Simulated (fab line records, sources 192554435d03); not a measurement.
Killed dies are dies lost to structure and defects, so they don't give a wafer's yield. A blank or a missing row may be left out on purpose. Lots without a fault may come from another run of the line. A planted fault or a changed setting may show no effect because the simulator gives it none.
Split-lot experiment | flow n5_finfet | 7 lots, 39 wafers read, on a route of 1938 steps

THE SPLIT
At N5_STI_FIN_REVEAL_ETCHBACK_08 (etches SiO2 in C4F6/O2, target depth 30.5 nm, time 10.167 s), the setting time_s was moved away from the recipe's 10.167 s on 12 of the 39 wafers read, by -27.5% to +50.5%. The other wafers ran this setting at the recipe's value.

FROM THE SPLIT TO THE READING: what the file shows between them, 3 steps
- N5_STI_FIN_REVEAL_STRIP_24: strips in N2/H2, time 90 s
- N5_STI_FIN_REVEAL_PRECLEAN_25: cleans in SPM, time 90 s
- N5_STI_FIN_REVEAL_SRD_23: time 30 s

THE READING
trench_depth_nm, in nm, at N5_STI_FIN_REVEAL_FIN_H_MEAS_10. Fault-free wafers of this fab line usually give 52.2 nm, standard deviation 0.73 nm.

wafer  | tool, chamber at the split | time_s as run, s | against the recipe | trench_depth_nm, nm | against lot-mates on the recipe
L074.1 | rie_diel-01, 0,3,0         | 10.167           | recipe             | 51.9                | -
L074.2 | rie_diel-01, 2,1,1         | 12.52            | +23.1%             | 60.0                | +7.9
L074.3 | rie_diel-01, 0,3,0         | 10.167           | recipe             | 53.0                | -
L074.4 | rie_diel-01, 2,1,1         | 12.52            | +23.1%             | 59.9                | +7.8
L074.5 | rie_diel-01, 2,1,1         | 12.52            | +23.1%             | 59.9                | +7.8
L074.6 | rie_diel-01, 0,3,0         | 10.167           | recipe             | 51.3                | -
L075.1 | rie_diel-02, 3,1,2         | 14.47            | +42.3%             | 65.1                | +12.1
L075.2 | rie_diel-02, 2,0,3         | 10.167           | recipe             | 53.8                | -
L075.3 | rie_diel-02, 3,1,2         | 14.47            | +42.3%             | 64.3                | +11.3
L075.4 | rie_diel-02, 2,0,3         | 10.167           | recipe             | 53.0                | -
L075.5 | rie_diel-02, 3,1,2         | 14.47            | +42.3%             | 66.8                | +13.8
L075.6 | rie_diel-02, 2,0,3         | 10.167           | recipe             | 52.1                | -
L080.1 | rie_diel-02, 2,0,3,0,2,3   | 10.167           | recipe             | 52.2                | -
L080.2 | rie_diel-02, 2,0,3,0,2,3   | 10.167           | recipe             | 51.6                | -
L080.3 | rie_diel-02, 2,0,3,0,2,3   | 10.167           | recipe             | 50.8                | -
L080.4 | rie_diel-02, 2,0,3,0,2,3   | 10.167           | recipe             | 51.1                | -
L080.5 | rie_diel-02, 2,0,3,0,2,3   | 10.167           | recipe             | 52.8                | -
L080.6 | rie_diel-02, 2,0,3,0,2,3   | 10.167           | recipe             | 50.8                | -
L082.1 | rie_diel-05, 2,3,0         | 10.167           | recipe             | 52.0                | -
L082.2 | rie_diel-05, 0,1,3         | 15.3             | +50.5%             | 68.4                | +15.6
L082.3 | rie_diel-05, 0,1,3         | 15.3             | +50.5%             | 67.5                | +14.7
L082.4 | rie_diel-05, 2,3,0         | 10.167           | recipe             | 53.5                | -
L082.5 | rie_diel-05, 2,3,0         | 10.167           | recipe             | 52.9                | -
L082.6 | rie_diel-05, 0,1,3         | 15.3             | +50.5%             | 69.3                | +16.5
L086.2 | rie_diel-02, 3,0,0         | 10.167           | recipe             | 53.5                | -
L086.3 | rie_diel-02, 3,0,0         | 10.167           | recipe             | 52.1                | -
L086.4 | rie_diel-02, 3,0,0         | 10.167           | recipe             | 52.3                | -
L089.1 | rie_diel-05, 2,1,0,3,0,3   | 10.167           | recipe             | 51.7                | -
L089.2 | rie_diel-05, 2,1,0,3,0,3   | 10.167           | recipe             | 52.4                | -
L089.3 | rie_diel-05, 2,1,0,3,0,3   | 10.167           | recipe             | 52.1                | -
L089.4 | rie_diel-05, 2,1,0,3,0,3   | 10.167           | recipe             | 52.9                | -
L089.5 | rie_diel-05, 2,1,0,3,0,3   | 10.167           | recipe             | 52.1                | -
L089.6 | rie_diel-05, 2,1,0,3,0,3   | 10.167           | recipe             | 53.1                | -
L090.1 | rie_diel-05, 1,3,1         | 10.167           | recipe             | 51.9                | -
L090.2 | rie_diel-05, 0,2,2         | 7.368            | -27.5%             | 43.4                | -8.6
L090.3 | rie_diel-05, 1,3,1         | 10.167           | recipe             | 52.6                | -
L090.4 | rie_diel-05, 0,2,2         | 7.368            | -27.5%             | 43.3                | -8.7
L090.5 | rie_diel-05, 0,2,2         | 7.368            | -27.5%             | 42.7                | -9.3
L090.6 | rie_diel-05, 1,3,1         | 10.167           | recipe             | 51.6                | -
Where a row lists several chambers, the file gives one row for several wafers and doesn't say which wafer went through which chamber.

THE FIT
A straight line over all 39 wafers: trench_depth_nm changes by +0.32 nm for each +1% of time_s; r = +0.99; the points scatter about the line by 0.78 nm.
The same after taking each lot's own level away (the mean of its wafers on the recipe; 39 wafers): +0.309 nm for each +1%; r = +0.99; scatter 0.71 nm.
On that fit, the largest move of time_s shifts the reading by 16 nm.
The lots' own levels span 51.55 to 52.97 nm, that is 1.9 times the standard deviation above.
So the lot-to-lot level changes the slope little: the two slopes agree.
Check: with one of the wafers moved furthest among these (+50.5%) left out of the fit, the line predicts +15.6 nm for it against its lot-mates. It came out at +15.6 nm against them.

OTHER SPLITS ON THESE WAFERS
These wafers also went through other splits before the reading. Each is held against what the fit with the lots' levels taken away leaves over:
other split on the same wafers          | wafers away from the commonest value | r with trench_depth_nm (lot level and that fit taken away)
N5_ZERO_LAYER_DEVELOP_10 develop_time_s | 15                                   | +0.20

THE FILE'S OWN FIT
trench_depth_nm changes by +0.309 nm for each +1% of time_s, r = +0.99.
